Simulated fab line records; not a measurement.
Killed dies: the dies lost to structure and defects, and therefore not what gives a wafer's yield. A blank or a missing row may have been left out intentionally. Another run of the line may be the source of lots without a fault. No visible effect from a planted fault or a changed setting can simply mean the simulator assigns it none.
Split-lot study ; flow n5Finfet ; 39 wafers read across 7 lots, on a route 1938 steps long

SPLIT DETAILS
At N5_SPACER0_ALD_00 (deposits SiOCN, target thk 3.5 nm, pulse time 3 s, purge time 2 s), the setting aldCycles was moved away from the recipe's 58 on 12 of the 39 wafers read, by -39.7% to +39.7%. For the rest of the wafers, this setting stayed at what the recipe calls for.

Reading taken at the split's own step.

THE READING
SiOCN_of_SPACER0_ALD_00.thkNm (the simulator's own value, which no gauge read), in nm, at N5_SPACER0_ALD_00 (deposits SiOCN, target thk 3.5 nm, pulse time 3 s, purge time 2 s). The file gives no usual value for it. Across the 27 wafers here that went through the recipe, the average is 3.4 nm and the standard deviation 0.083 nm.

wafer;tool, chamber at the split;aldCycles as run;against the recipe;SiOCN_of_SPACER0_ALD_00.thkNm, nm;against lot-mates on the recipe
L074.1;aldSin-04, 1,0,3,2,0,1;58;recipe;3.4;-
L074.2;aldSin-04, 1,0,3,2,0,1;58;recipe;3.4;-
L074.3;aldSin-04, 1,0,3,2,0,1;58;recipe;3.4;-
L074.4;aldSin-04, 1,0,3,2,0,1;58;recipe;3.4;-
L074.5;aldSin-04, 1,0,3,2,0,1;58;recipe;3.4;-
L074.6;aldSin-04, 1,0,3,2,0,1;58;recipe;3.4;-
L080.1;aldSin-04, 1,3;58;recipe;3.4;-
L080.5;aldSin-04, 1,3;58;recipe;3.4;-
L080.2;aldSin-04, 2;58;recipe;3.6;-
L080.3;aldSin-04, 0,3,2;43;-25.9%;2.6;-0.9
L080.4;aldSin-04, 0,3,2;43;-25.9%;2.6;-0.9
L080.6;aldSin-04, 0,3,2;43;-25.9%;2.6;-0.9
L085.1;aldSin-04, 0;58;recipe;3.6;-
L085.2;aldSin-04, 3,2;58;recipe;3.4;-
L085.3;aldSin-04, 3,2;58;recipe;3.4;-
L087.1;aldSin-01, 3,1,2;58;recipe;3.6;-
L087.4;aldSin-01, 3,1,2;58;recipe;3.6;-
L087.5;aldSin-01, 3,1,2;58;recipe;3.6;-
L087.2;aldSin-01, 2,0,1;81;+39.7%;5;+1.4
L087.3;aldSin-01, 2,0,1;81;+39.7%;5;+1.4
L087.6;aldSin-01, 2,0,1;81;+39.7%;5;+1.4
L088.1;aldSin-02, 1,3,0;44;-24.1%;2.6;-0.8
L088.2;aldSin-02, 1,3,0;44;-24.1%;2.6;-0.8
L088.6;aldSin-02, 1,3,0;44;-24.1%;2.6;-0.8
L088.3;aldSin-02, 0,2,3;58;recipe;3.4;-
L088.4;aldSin-02, 0,2,3;58;recipe;3.4;-
L088.5;aldSin-02, 0,2,3;58;recipe;3.4;-
L089.1;aldSin-02, 1,3,2,0,0,3;58;recipe;3.4;-
L089.2;aldSin-02, 1,3,2,0,0,3;58;recipe;3.4;-
L089.3;aldSin-02, 1,3,2,0,0,3;58;recipe;3.4;-
L089.4;aldSin-02, 1,3,2,0,0,3;58;recipe;3.4;-
L089.5;aldSin-02, 1,3,2,0,0,3;58;recipe;3.4;-
L089.6;aldSin-02, 1,3,2,0,0,3;58;recipe;3.4;-
L093.1;aldSin-01, 3,1;58;recipe;3.4;-
L093.2;aldSin-01, 3,1;58;recipe;3.4;-
L093.3;aldSin-01, 2;58;recipe;3.6;-
L093.4;aldSin-01, 0,1,0;35;-39.7%;2.2;-1.3
L093.5;aldSin-01, 0,1,0;35;-39.7%;2.2;-1.3
L093.6;aldSin-01, 0,1,0;35;-39.7%;2.2;-1.3
Where a row lists several chambers, the file gives one row for several wafers and doesn't say which wafer went through which chamber.

THE FIT
A straight line over all 39 wafers: SiOCN_of_SPACER0_ALD_00.thkNm changes by +0.0352 nm for each +1% of aldCycles; r = +0.99; the points scatter about the line by 0.092 nm.
The same after taking each lot's own level away (the mean of its wafers on the recipe; 39 wafers): +0.0337 nm for each +1%; r = +1.00; scatter 0.053 nm.
The reading moves by 1.3 nm for the largest change in aldCycles, on that fit.
The lots' own levels span 3.40 to 3.60 nm, that is 2.4 times the standard deviation above.
The two slopes are in agreement: the lot-to-lot level therefore moves the slope only a little.
Check: +1.34 nm against its lot-mates is what the line predicts for one of the wafers moved furthest among these (+39.7%) when that wafer is left out of the fit. It came out at +1.4 nm against them.

THE OTHER SPLITS THESE WAFERS WENT THROUGH
Before the reading, these wafers also passed through other splits. Each is held against what the fit with the lots' levels taken away leaves over:
other split on the same wafers;wafers away from the commonest value;r with SiOCN_of_SPACER0_ALD_00.thkNm (lot level and that fit taken away)
N5_FIN_SAQP_SPACER1_ALD_24 aldCycles;18;-0.25

THE FILE'S OWN FIT
SiOCN_of_SPACER0_ALD_00.thkNm changes by +0.0335 nm for each +1% of aldCycles, r = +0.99.
